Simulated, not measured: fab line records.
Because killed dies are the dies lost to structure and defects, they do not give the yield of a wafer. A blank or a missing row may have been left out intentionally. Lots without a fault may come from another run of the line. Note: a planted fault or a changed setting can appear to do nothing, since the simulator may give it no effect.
Chamber matching | flow n5 finfet | N5_BEOL_M3_ALD_98 on ald sin-02: 4 sister chambers
The step deposits SiO2, target thk 2.5 nm, pulse time 1 s, co reactant pulse time 1 s. 8 wafers are shown with their chamber, then 6 later ones without.

== WAFERS, EACH WITH ITS CHAMBER ==
wafer  | chamber | heater power w (W) | precursor pulse height rel
L500.2 | 0       | 87                 | 0.999
L500.4 | 2       | 72                 | 0.994
L500.5 | 1       | 105                | 1.029
L499.1 | 0       | 89                 | 1.003
L499.2 | 2       | 73                 | 1.008
L499.3 | 3       | 79                 | 0.975
L501.2 | 3       | 80                 | 1.004
L501.3 | 1       | 105                | 1.016

== WAFERS WITH NO CHAMBER GIVEN ==
wafer  | heater power w (W) | precursor pulse height rel
L501.5 | 72                 | 1.008
L507.1 | 107                | 1.012
L507.2 | 79                 | 1.020
L507.5 | 103                | 1.030
L514.5 | 77                 | 0.992
L514.6 | 71                 | 1.004

== WHICH CHAMBER EACH WENT THROUGH ==
wafer  | from the rows above | in truth
L501.5 | 2                   | 2
L507.1 | 1                   | 1
L507.2 | 3                   | 3
L507.5 | 1                   | 1
L514.5 | 3                   | 3
L514.6 | 2                   | 2
6 of 6 placed correctly. From these rows, 0 cannot be placed. Placed wrongly: 0.
How it was worked out, from the rows above alone: a wafer's distance from a chamber is the root of the sum, over the readings, of the square of ((its reading less the chamber's mean) divided by the reading's scatter). The wafer belongs to the nearest chamber; if the next one is less than 2 further off, it can't be placed. The mean given for a chamber averages the wafers shown for that chamber. The scatter: take each reading less its chamber's mean, square it, sum over the shown wafers, divide by the number of wafers less the number of chambers, and take the root.
